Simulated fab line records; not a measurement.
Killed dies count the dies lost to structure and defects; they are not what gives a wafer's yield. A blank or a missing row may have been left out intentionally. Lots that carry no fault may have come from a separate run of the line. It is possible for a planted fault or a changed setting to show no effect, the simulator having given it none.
One fault seen from 2 desks	flow n5 finfet	only its own numbers are on each desk; what lay behind them is given at the end

## METROLOGY DESK
What the gauges read, lot by lot, whatever tool the lot ran on: means of the sampled wafers that have a number. The brackets show how far a lot's mean lies from the usual mean; more than 4 standard deviations puts the lot out of limits, marked OUT. Of its 10 readings 7 are shown: those that lie furthest out on some lot.
Columns: A = DIBL_N at N5_BEOL_M4_RC_MEAS_101, usual 37.2 mV/V; B = DIBL_P at N5_BEOL_M4_RC_MEAS_101, usual 37.3 mV/V; C = IOFF_N at N5_BEOL_M4_RC_MEAS_101, usual 0.18 nA/um; D = ION_N at N5_BEOL_M4_RC_MEAS_101, usual 680 uA/um; E = ION_P at N5_BEOL_M4_RC_MEAS_101, usual 466 uA/um; F = VT_N at N5_BEOL_M4_RC_MEAS_101, usual 249 mV; G = VT_P at N5_BEOL_M4_RC_MEAS_101, usual -248 mV
lot	first seen here	A	B	C	D	E	F	G
L794	day 9 01:23	39.0	39.0	0.23	701	473	243	-248
L800	day 10 12:01	33.0	33.6	0.14	672	473	251	-244
L801	day 10 16:20	37.4	37.1	0.19	681	470	246	-243
L811	day 14 00:58	38.1	36.8	0.17	679	470	250	-248
This desk's finding: nothing out of limits on any of the 4 lots.

## THE TOOL OWNER'S DESK: litho track-03
The tool's own readings at N5_BEOL_M0_SAQP_COAT_81 (time 60 s, resist thk 100 nm): means of the sampled wafers that have a number, for each lot that ran on this tool. The brackets show how far a lot's mean lies from the usual mean; more than 4 standard deviations puts the lot out of limits, marked OUT.
Columns: A = heater power total W at N5_BEOL_M0_SAQP_COAT_81, usual 500.4 W; B = spin speed rpm at N5_BEOL_M0_SAQP_COAT_81, usual 1499.9 rpm
lot	first seen here	A	B
L794	day 6 06:13	501.9	1500.8
L800	day 7 12:52	501.9	1609.0 (+99 or more) OUT
L801	day 8 04:43	500.0	1609.5 (+99 or more) OUT
This desk's verdict: out of limits on L800, L801, starting with L800 at day 7 12:52 (spin speed rpm at N5_BEOL_M0_SAQP_COAT_81). L794: within limits.

## PUT TOGETHER
The tool owner's desk had the chance to raise an alarm at day 7 12:52 on L800, L801.
At the metrology desk, nothing out of limits was observed.
The metrology desk has L800, L801 on record, within its limits.
N5_BEOL_M0_SAQP_COAT_81 was run on litho track-03 by each of the lots named.

## WHAT THE SIMULATOR HAD PUT IN
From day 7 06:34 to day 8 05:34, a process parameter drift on litho track-03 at N5_BEOL_M0_SAQP_COAT_81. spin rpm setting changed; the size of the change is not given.
Struck lots among those shown: L800, L801.
Delay in hours, fault start to first out-of-limits reading, by desk: the tool owner's desk at 6.
